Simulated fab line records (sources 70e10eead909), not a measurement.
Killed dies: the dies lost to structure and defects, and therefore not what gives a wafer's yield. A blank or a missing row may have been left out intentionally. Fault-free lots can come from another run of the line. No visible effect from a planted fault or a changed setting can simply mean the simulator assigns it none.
Which tool is to blame? + flow nandHarc + Sampling: 7 lots, 21 wafers, 4 of 1159 route steps

== WHAT THE GAUGES SHOWED, per wafer ==
NHARC_END_SORT_01.
| lot  | measured     | on        | killedAtArray |
|------|--------------|-----------|---------------|
| L184 | day 21 00:20 | prober-01 | 19 85 21      |

== WHAT TOOL EACH LOT RAN ON (gives the tool, then ch and the chambers of the sampled wafers, and finally the start) ==
| lot  | NHARC_A_CONTACT_STRIP_107         | NHARC_THIN_TSV_CMP_01         | NHARC_THIN_TSV_DEGAS_49     |
|------|-----------------------------------|-------------------------------|-----------------------------|
| L176 | rieDiel-06 ch 2,3, day 17 04:56   | cmp-02 ch 2,3, day 19 02:25   | pvdSputter-02, day 19 06:40 |
| L181 | rieDiel-11 ch 0,1,3, day 17 18:06 | cmp-03 ch 0,1,2, day 19 04:54 | pvdSputter-01, day 19 08:51 |
| L179 | rieDiel-11 ch 1,2,3, day 18 03:05 | cmp-01 ch 1,3, day 19 10:37   | pvdSputter-02, day 19 14:44 |
| L184 | rieDiel-11 ch 1,2, day 18 15:15   | cmp-02 ch 1,2, day 19 21:38   | pvdSputter-01, day 20 02:41 |
| L192 | rieDiel-05 ch 0,2, day 21 01:17   | cmp-01 ch 0,1,3, day 22 17:19 | pvdSputter-02, day 22 21:18 |
| L195 | rieDiel-06 ch 0,3, day 21 15:29   | cmp-03 ch 0,1, day 23 04:49   | pvdSputter-02, day 23 09:20 |
| L197 | rieDiel-05 ch 0,2,3, day 22 07:05 | cmp-02 ch 2,3, day 23 22:59   | pvdSputter-02, day 24 03:11 |
- NHARC_A_CONTACT_STRIP_107: strips in N2/H2.
- NHARC_THIN_TSV_CMP_01: polishes.
- NHARC_THIN_TSV_DEGAS_49: time 120 s.

== THE ANSWER, worked out from the rows above alone ==
Rule: what is usual is taken from the lots themselves. The widest of any qualifying gaps counts: lots, ordered by their means at a reading, are off when they make up no more than a third of the lots, leave a main group of 4 or more, and stand apart from it by 3 or more times the standard deviation of that group's means. A main group is skipped when, at the precision printed for the reading in the tables above, its means are all equal. A lot without any number at a reading at which 4 lots or more have one is off too. Where the step has rows for the other lots, those lots are counted as sound.
Across all readings shown, no lot is off: no conclusion can be drawn from this.

== WHAT THE SIMULATOR PUT IN ==
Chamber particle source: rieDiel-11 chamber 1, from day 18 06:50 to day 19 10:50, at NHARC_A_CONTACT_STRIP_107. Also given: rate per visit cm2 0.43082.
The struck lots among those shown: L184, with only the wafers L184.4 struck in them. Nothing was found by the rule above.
